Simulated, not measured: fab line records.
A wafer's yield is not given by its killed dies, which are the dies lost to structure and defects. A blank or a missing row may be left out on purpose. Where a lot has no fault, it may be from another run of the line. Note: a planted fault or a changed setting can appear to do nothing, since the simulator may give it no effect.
Chamber matching    flow nandHarc    rieDiel-12 running NHARC_A_M1_STRIP_18: 4 sister chambers
The step strips in N2/H2. 4 wafers are shown with their chamber, then 8 later ones without.

== WAFERS WITH THEIR CHAMBER ==
wafer   chamber  showerheadPlenumPTorr (Torr)
L408.3  2        1.93
L414.3  3        2.14
L414.6  0        1.98
L413.1  1        2.03

== WAFERS WITH NO CHAMBER GIVEN ==
wafer   showerheadPlenumPTorr (Torr)
L413.2  1.98
L413.3  2.14
L417.1  2.02
L417.3  1.98
L417.4  1.93
L418.2  1.98
L418.4  2.14
L418.6  1.98

== THE CHAMBER EACH PASSED THROUGH ==
wafer   from the rows above  in truth
L413.2  0                    0
L413.3  3                    3
L417.1  1                    1
L417.3  0                    0
L417.4  2                    2
L418.2  0                    0
L418.4  3                    3
L418.6  0                    0
Correctly placed: 8 of 8. From these rows, 0 cannot be placed. 0 placed wrongly.
How it was worked out, from the rows above alone: a wafer's distance from a chamber is the root of the sum, over the readings, of the square of ((its reading less the chamber's mean) divided by the reading's scatter). The wafer belongs to the nearest chamber; if the next one is less than 2 further off, it can't be placed. Each chamber's mean is taken over the wafers shown for it. The scatter: with one shown wafer a chamber, the root of the mean of the squares of how far each hidden wafer lies from its nearest shown one.
